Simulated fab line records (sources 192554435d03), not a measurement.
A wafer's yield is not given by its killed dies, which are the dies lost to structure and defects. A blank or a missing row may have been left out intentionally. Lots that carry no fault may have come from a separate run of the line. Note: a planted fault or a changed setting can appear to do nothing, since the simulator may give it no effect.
Which tool was responsible? -- flow n5_finfet -- Sampling: 24 lots, 72 wafers, 6 of 1938 route steps

## WHAT EACH GAUGE READ, for each wafer
N5_BEOL_M12_RS_MEAS_54: uses a four-point probe to measure. Usual: M12_RS 0.0602 ohm/sq, standard deviation 0.001.
lot,measured,on,M12_RS (ohm/sq),flag
L074,day 10 17:35,film_metro-01,0.0604 0.0592 0.0595,
L076,day 11 01:52,film_metro-01,0.0594 0.0580 0.0600,
L075,day 11 03:11,film_metro-01,0.0607 0.0606 0.0602,
L077,day 11 10:35,film_metro-02,0.0604 0.0599 0.0609,
L078,day 11 14:39,film_metro-02,0.0606 0.0600 0.0590,
L079,day 11 17:33,film_metro-02,0.0600 0.0596 0.0602,
L081,day 12 14:14,film_metro-01,0.0606 0.0592 0.0609,
L080,day 12 22:43,film_metro-01,0.0613 0.0596 0.0600,
L082,day 13 03:24,film_metro-01,0.0586 0.0612 0.0588,
L083,day 13 15:07,film_metro-02,0.0604 0.0592 0.0603,
L084,day 13 16:06,film_metro-02,0.0595 0.0595 0.0624,
L086,day 13 16:20,film_metro-02,0.0601 0.0623 0.0604,
L085,day 14 00:13,film_metro-02,0.0615 0.0596 0.0619,
L087,day 14 12:10,film_metro-01,0.0604 0.0603 0.0599,
L090,day 15 04:37,film_metro-01,0.0599 0.0604 0.0596,
L088,day 15 04:57,film_metro-02,0.0588 0.0609 0.0598,
L091,day 15 05:18,film_metro-02,0.0602 0.0607 0.0607,
L089,day 15 11:00,film_metro-01,0.0596 0.0591 0.0590,
L093,day 16 01:35,film_metro-02,0.0603 0.0603 0.0601,
L092,day 16 02:37,film_metro-01,0.0598 0.0614 0.0630,
L094,day 16 03:01,film_metro-02,0.0594 0.0600 0.0577,
L095,day 16 13:35,film_metro-02,0.0590 0.0601 0.0605,
L096,day 17 11:41,film_metro-02,0.0592 0.0594 0.0597,
L097,day 17 13:29,film_metro-01,0.0599 0.0586 0.0614,

## WHAT TOOL EACH LOT RAN ON (gives the tool, then ch and the chambers of the sampled wafers, and finally the start)
lot,N5_BEOL_M11_VIA_ETCH_34,N5_BEOL_M11_CURE_72,N5_BEOL_M11_SPUTTER_48,N5_BEOL_M12_ETCH_59,N5_BEOL_M12_TRENCH_ETCH_34
L074,"rie_diel-04 ch 2,3, day 10 09:35","uv_cure-02 ch 1, day 10 10:04","pvd_sputter-03, day 10 12:13","rie_diel-06 ch 0,3, day 10 14:08","rie_diel-05 ch 0,1,3, day 10 15:41"
L076,"rie_diel-01 ch 0,1,3, day 10 18:01","uv_cure-01 ch 1, day 10 18:32","pvd_sputter-02, day 10 19:37","rie_diel-02 ch 0,2,3, day 10 21:32","rie_diel-02 ch 0,1,2, day 10 23:04"
L075,"rie_diel-04 ch 0,2,3, day 10 18:34","uv_cure-02 ch 0, day 10 19:19","pvd_sputter-02, day 10 21:46","rie_diel-05 ch 0,3, day 10 23:32","rie_diel-02 ch 1,2,3, day 11 00:56"
L077,"rie_diel-04 ch 0,1,2, day 11 01:24","uv_cure-02 ch 0, day 11 01:53","pvd_sputter-01, day 11 05:18","rie_diel-06 ch 1,2,3, day 11 06:55","rie_diel-02 ch 0,2,3, day 11 08:11"
L078,"rie_diel-01 ch 0,1,3, day 11 07:16","uv_cure-03 ch 1, day 11 07:51","pvd_sputter-01, day 11 09:53","rie_diel-06 ch 0,1, day 11 11:28","rie_diel-02 ch 0,1,2, day 11 12:50"
L079,"rie_diel-01 ch 0,1,2, day 11 09:17","uv_cure-03 ch 0, day 11 09:47","pvd_sputter-03, day 11 11:20","rie_diel-05 ch 1,2,3, day 11 13:02","rie_diel-05 ch 0,3, day 11 14:16"
L081,"rie_diel-04 ch 2,3, day 12 00:34","uv_cure-03 ch 2, day 12 01:08","pvd_sputter-03, day 12 02:42","rie_diel-06 ch 1,2,3, day 12 05:25","rie_diel-05 ch 0,3, day 12 06:51"
L080,"rie_diel-01 ch 1,2,3, day 12 05:00","uv_cure-01 ch 1, day 12 05:35","pvd_sputter-02, day 12 06:32","rie_diel-02 ch 2,3, day 12 08:07","rie_diel-05 ch 0,2, day 12 09:23"
L082,"rie_diel-03 ch 2,3, day 12 18:16","uv_cure-02 ch 1, day 12 18:50","pvd_sputter-03, day 12 20:23","rie_diel-06 ch 2,3, day 12 22:05","rie_diel-06 ch 2,3, day 12 23:43"
L083,"rie_diel-04 ch 0,1, day 13 02:34","uv_cure-02 ch 2, day 13 03:34","pvd_sputter-03, day 13 05:12","rie_diel-05 ch 0,1,2, day 13 06:47","rie_diel-02 ch 0,3, day 13 08:11"
L084,"rie_diel-03 ch 0,3, day 13 03:01","uv_cure-02 ch 2, day 13 04:10","pvd_sputter-02, day 13 05:23","rie_diel-05 ch 0,2,3, day 13 08:01","rie_diel-06 ch 1,2,3, day 13 09:15"
L086,"rie_diel-01 ch 0,2,3, day 13 04:03","uv_cure-02 ch 2, day 13 05:22","pvd_sputter-01, day 13 07:58","rie_diel-02 ch 1,2,3, day 13 09:40","rie_diel-06 ch 1,2,3, day 13 11:04"
L085,"rie_diel-04 ch 0,2,3, day 13 14:10","uv_cure-02 ch 2, day 13 14:44","pvd_sputter-03, day 13 17:39","rie_diel-05 ch 1,2, day 13 19:52","rie_diel-06 ch 1,3, day 13 21:06"
L087,"rie_diel-01 ch 0,1, day 14 02:32","uv_cure-01 ch 2, day 14 03:08","pvd_sputter-03, day 14 05:33","rie_diel-06 ch 2,3, day 14 07:41","rie_diel-02 ch 0,3, day 14 08:55"
L090,"rie_diel-04 ch 0,2,3, day 14 21:41","uv_cure-03 ch 0, day 14 22:13","pvd_sputter-03, day 14 23:08","rie_diel-06 ch 0,1,3, day 15 01:07","rie_diel-02 ch 0,1,2, day 15 02:32"
L088,"rie_diel-04 ch 0,2,3, day 14 22:09","uv_cure-03 ch 2, day 14 22:44","pvd_sputter-03, day 14 23:38","rie_diel-06 ch 0,1,2, day 15 01:32","rie_diel-05 ch 0,2,3, day 15 02:53"
L091,"rie_diel-01 ch 2,3, day 14 22:31","uv_cure-02 ch 1, day 14 23:03","pvd_sputter-03, day 14 23:59","rie_diel-02 ch 0,3, day 15 01:54","rie_diel-02 ch 1,2, day 15 03:21"
L089,"rie_diel-03 ch 2,3, day 14 23:25","uv_cure-01 ch 1, day 15 00:12","pvd_sputter-02, day 15 02:53","rie_diel-02 ch 0,1, day 15 04:42","rie_diel-06 ch 0,1,2, day 15 06:07"
L093,"rie_diel-04 ch 2,3, day 15 12:08","uv_cure-02 ch 2, day 15 12:43","pvd_sputter-03, day 15 13:50","rie_diel-05 ch 0,1,3, day 15 15:49","rie_diel-05 ch 0,3, day 15 17:35"
L092,"rie_diel-01 ch 0,2,3, day 15 14:00","uv_cure-01 ch 2, day 15 14:29","pvd_sputter-01, day 15 15:58","rie_diel-05 ch 0,1,3, day 15 17:45","rie_diel-06 ch 0,1,3, day 15 19:32"
L094,"rie_diel-04 ch 0,1,2, day 15 15:01","uv_cure-01 ch 1, day 15 15:29","pvd_sputter-02, day 15 16:32","rie_diel-05 ch 1,2,3, day 15 18:49","rie_diel-05 ch 0,2,3, day 15 20:12"
L095,"rie_diel-01 ch 0,1,2, day 16 03:49","uv_cure-02 ch 0, day 16 04:21","pvd_sputter-02, day 16 06:52","rie_diel-05 ch 0,1,2, day 16 08:36","rie_diel-06 ch 0,1,2, day 16 10:05"
L096,"rie_diel-03 ch 0,2,3, day 16 21:55","uv_cure-02 ch 1, day 16 22:26","pvd_sputter-02, day 17 00:21","rie_diel-05 ch 0,1,3, day 17 02:10","rie_diel-06 ch 0,1, day 17 03:32"
L097,"rie_diel-01 ch 0,1, day 16 22:16","uv_cure-01 ch 0, day 16 22:50","pvd_sputter-01, day 17 01:11","rie_diel-05 ch 1,2,3, day 17 02:56","rie_diel-05 ch 0,2,3, day 17 04:22"
- N5_BEOL_M11_VIA_ETCH_34: etches SiCOH lowk in C4F6/O2, target depth 184.5 nm, time 69.2 s.
- N5_BEOL_M11_CURE_72: cures SiCOH lowk, time 120 s.
- N5_BEOL_M11_SPUTTER_48: material Cu, target thk 12 nm, time 2 s.
- N5_BEOL_M12_ETCH_59: etches BARC in N2/H2, target depth 89 nm, overetch 26.7 nm, time 67.9 s.
- N5_BEOL_M12_TRENCH_ETCH_34: etches SiOC in C4F8/O2/Ar, target depth 318.95 nm, time 125.5 s.

## AS READ BY THE TOOLS THEMSELVES (means over the sampled wafers that have a number; for cases with no such wafer, the mark the record gives instead)
N5_BEOL_M11_VIA_ETCH_34. Usual: drypump_motor_current_A 5.8 A, standard deviation 0.6; oes_product_au 0.82 a.u., standard deviation 0.087; rf_vpp_V 673 V, standard deviation 16; showerhead_plenum_p_Torr 2.84 Torr, standard deviation 0.089; throttle_valve_pct 20.93 %, standard deviation 0.28.
lot,tool,drypump_motor_current_A (A),oes_product_au (a.u.),rf_vpp_V (V),showerhead_plenum_p_Torr (Torr),throttle_valve_pct (%),flag
L074,rie_diel-04,6.0,0.81,693,2.86,21.19,
L076,rie_diel-01,5.4,0.80,659,2.82,20.93,
L075,rie_diel-04,6.0,0.84,681,2.85,21.16,
L077,rie_diel-04,6.0,0.85,683,2.91,21.11,
L078,rie_diel-01,5.4,0.79,659,2.82,20.92,
L079,rie_diel-01,5.3,0.82,655,2.81,20.74,
L081,rie_diel-04,6.0,0.79,693,2.86,21.21,
L080,rie_diel-01,5.9,0.81,661,2.78,20.82,
L082,rie_diel-03,6.0,0.79,688,2.98,20.93,
L083,rie_diel-04,6.0,0.87,670,2.89,21.12,
L084,rie_diel-03,5.8,0.73,681,2.91,20.83,
L086,rie_diel-01,5.8,0.85,664,2.80,20.69,
L085,rie_diel-04,6.0,0.81,680,2.84,21.19,
L087,rie_diel-01,4.9,0.78,653,2.84,20.89,
L090,rie_diel-04,6.0,0.80,680,2.84,21.20,
L088,rie_diel-04,6.0,0.80,681,2.84,21.22,
L091,rie_diel-01,6.2,0.86,665,2.76,20.59,
L089,rie_diel-03,5.7,0.94,689,3.00,20.76,
L093,rie_diel-04,6.0,0.76,692,2.85,21.24,
L092,rie_diel-01,5.8,0.83,663,2.80,20.71,
L094,rie_diel-04,6.0,0.81,683,2.89,21.16,
L095,rie_diel-01,5.4,0.89,655,2.79,20.67,
L096,rie_diel-03,5.6,0.87,684,2.93,20.68,
L097,rie_diel-01,4.9,0.85,652,2.83,20.79,

N5_BEOL_M11_CURE_72. Usual: lamp_power_pct 52.31 %, standard deviation 0.055; wafer_temp_C_max 371.6, standard deviation 0.62.
lot,tool,lamp_power_pct (%),wafer_temp_C_max,flag
L074,uv_cure-02,52.32,371.9,
L076,uv_cure-01,52.26,371.7,
L075,uv_cure-02,52.32,371.1,
L077,uv_cure-02,52.29,371.5,
L078,uv_cure-03,52.32,371.1,
L079,uv_cure-03,52.34,371.6,
L081,uv_cure-03,52.29,371.6,
L080,uv_cure-01,52.33,371.3,
L082,uv_cure-02,52.30,372.5,
L083,uv_cure-02,52.25,370.9,
L084,uv_cure-02,52.32,371.4,
L086,uv_cure-02,52.30,371.3,
L085,uv_cure-02,52.34,371.2,
L087,uv_cure-01,52.24,370.7,
L090,uv_cure-03,52.30,371.7,
L088,uv_cure-03,52.31,372.1,
L091,uv_cure-02,52.35,372.5,
L089,uv_cure-01,52.24,371.6,
L093,uv_cure-02,52.31,370.7,
L092,uv_cure-01,52.30,371.0,
L094,uv_cure-01,52.30,371.7,
L095,uv_cure-02,52.27,371.5,
L096,uv_cure-02,52.36,372.3,
L097,uv_cure-01,52.31,372.7,

N5_BEOL_M11_SPUTTER_48. Usual: bias_v 60.0 V, standard deviation 0.62; chamber_pressure_pa 0.12998 Pa, standard deviation 0.00027; throttle_valve_pct 30.2 %, standard deviation 1.
lot,tool,bias_v (V),chamber_pressure_pa (Pa),throttle_valve_pct (%),flag
L074,pvd_sputter-03,60.6,0.12985,30.4,
L076,pvd_sputter-02,60.3,0.13023,29.7,
L075,pvd_sputter-02,60.7,0.12968,31.0,
L077,pvd_sputter-01,59.7,0.12964,29.7,
L078,pvd_sputter-01,59.6,0.12993,29.4,
L079,pvd_sputter-03,60.0,0.12999,30.3,
L081,pvd_sputter-03,59.6,0.13039,30.2,
L080,pvd_sputter-02,59.9,0.13025,29.1,
L082,pvd_sputter-03,60.4,0.12990,30.4,
L083,pvd_sputter-03,60.1,0.12992,30.1,
L084,pvd_sputter-02,60.3,0.13005,30.8,
L086,pvd_sputter-01,60.3,0.12986,30.3,
L085,pvd_sputter-03,60.1,0.12999,29.7,
L087,pvd_sputter-03,59.8,0.13018,30.6,
L090,pvd_sputter-03,59.7,0.13028,30.0,
L088,pvd_sputter-03,59.9,0.12978,30.4,
L091,pvd_sputter-03,60.1,0.12997,30.4,
L089,pvd_sputter-02,60.2,0.12992,28.9,
L093,pvd_sputter-03,59.3,0.12992,30.9,
L092,pvd_sputter-01,60.2,0.13005,30.1,
L094,pvd_sputter-02,59.7,0.12996,29.4,
L095,pvd_sputter-02,60.0,0.13011,30.5,
L096,pvd_sputter-02,59.5,0.12957,29.4,
L097,pvd_sputter-01,60.5,0.13004,30.4,

N5_BEOL_M12_ETCH_59. Usual: drypump_motor_current_A 5.8 A, standard deviation 0.62; oes_product_au 0.69 a.u., standard deviation 0.071; rf_vpp_V 522.6 V, standard deviation 2.6; showerhead_plenum_p_Torr 2.50 Torr, standard deviation 0.087; throttle_valve_pct 17.8 %, standard deviation 0.34.
lot,tool,drypump_motor_current_A (A),oes_product_au (a.u.),rf_vpp_V (V),showerhead_plenum_p_Torr (Torr),throttle_valve_pct (%),flag
L074,rie_diel-06,6.0,0.61,524.1,2.57,18.3,
L076,rie_diel-02,5.8,0.66,521.7,2.49,18.0,
L075,rie_diel-05,5.3,0.68,520.7,2.46,17.5,
L077,rie_diel-06,6.2,0.71,524.3,2.61,17.8,
L078,rie_diel-06,5.6,0.72,525.2,2.59,17.7,
L079,rie_diel-05,6.0,0.67,522.6,2.48,17.7,
L081,rie_diel-06,6.2,0.70,525.1,2.60,17.8,
L080,rie_diel-02,6.1,0.78,521.9,2.49,17.9,
L082,rie_diel-06,6.4,0.65,522.8,2.58,18.1,
L083,rie_diel-05,6.3,0.65,522.0,2.47,17.9,
L084,rie_diel-05,5.8,0.63,522.6,2.47,17.8,
L086,rie_diel-02,5.9,0.71,521.4,2.47,17.7,
L085,rie_diel-05,6.5,0.67,522.5,2.47,17.8,
L087,rie_diel-06,6.4,0.64,524.2,2.58,18.1,
L090,rie_diel-06,5.8,0.71,526.9,2.67,17.9,
L088,rie_diel-06,5.7,0.75,526.3,2.62,17.7,
L091,rie_diel-02,5.7,0.75,522.6,2.49,17.9,
L089,rie_diel-02,5.2,0.68,521.3,2.47,17.8,
L093,rie_diel-05,5.8,0.66,521.6,2.44,17.6,
L092,rie_diel-05,5.8,0.66,520.8,2.44,17.6,
L094,rie_diel-05,6.0,0.73,521.7,2.46,17.6,
L095,rie_diel-05,6.3,0.71,521.2,2.46,17.7,
L096,rie_diel-05,5.8,0.65,521.5,2.44,17.7,
L097,rie_diel-05,6.0,0.71,521.9,2.46,17.6,

N5_BEOL_M12_TRENCH_ETCH_34. Usual: drypump_motor_current_A 5.8 A, standard deviation 0.58; oes_product_au 0.80 a.u., standard deviation 0.08; rf_vpp_V 665 V, standard deviation 3.2; showerhead_plenum_p_Torr 3.39 Torr, standard deviation 0.11; throttle_valve_pct 24.10 %, standard deviation 0.22.
lot,tool,drypump_motor_current_A (A),oes_product_au (a.u.),rf_vpp_V (V),showerhead_plenum_p_Torr (Torr),throttle_valve_pct (%),flag
L074,rie_diel-05,5.8,0.82,662,3.32,23.96,
L076,rie_diel-02,5.6,0.82,662,3.33,24.04,
L075,rie_diel-02,5.9,0.76,663,3.35,24.17,
L077,rie_diel-02,5.8,0.76,664,3.35,24.28,
L078,rie_diel-02,5.6,0.81,663,3.33,24.05,
L079,rie_diel-05,5.3,0.79,662,3.32,23.86,
L081,rie_diel-05,5.3,0.79,662,3.32,23.85,
L080,rie_diel-05,6.2,0.73,663,3.30,24.07,
L082,rie_diel-06,6.3,0.81,664,3.40,24.28,
L083,rie_diel-02,5.7,0.90,663,3.35,24.14,
L084,rie_diel-06,6.2,0.81,666,3.49,24.18,
L086,rie_diel-06,6.2,0.81,667,3.49,24.17,
L085,rie_diel-06,6.3,0.75,669,3.54,24.23,
L087,rie_diel-02,5.7,0.88,664,3.35,24.16,
L090,rie_diel-02,5.6,0.78,662,3.32,24.08,
L088,rie_diel-05,5.8,0.83,662,3.31,23.93,
L091,rie_diel-02,5.7,0.78,663,3.32,23.97,
L089,rie_diel-06,5.7,0.88,668,3.52,24.15,
L093,rie_diel-05,5.3,0.76,662,3.30,23.91,
L092,rie_diel-06,5.8,0.81,670,3.57,24.21,
L094,rie_diel-05,5.8,0.82,663,3.31,23.93,
L095,rie_diel-06,5.7,0.86,668,3.51,24.16,
L096,rie_diel-06,5.2,0.88,670,3.60,24.20,
L097,rie_diel-05,5.8,0.80,663,3.30,23.94,

## THE ANSWER, worked out from the rows above alone
Rule: a lot is off if the mean of its wafers that have a number lies more than 3 standard deviations from the usual mean. Also off: a lot with no number at a reading for which 4 or more lots have one. Any other lot the step has rows for is counted as sound. After the gauges, taken in route order, come the tools' own readings; for these a lot's mean is taken, as printed above. The first step at which some lot is off is used, and at that step the reading that is off furthest; a lot without a number counts as furthest.
No lot is off on any of the readings shown, so nothing can be concluded from this.

## WHAT THE SIMULATOR HAD PUT IN
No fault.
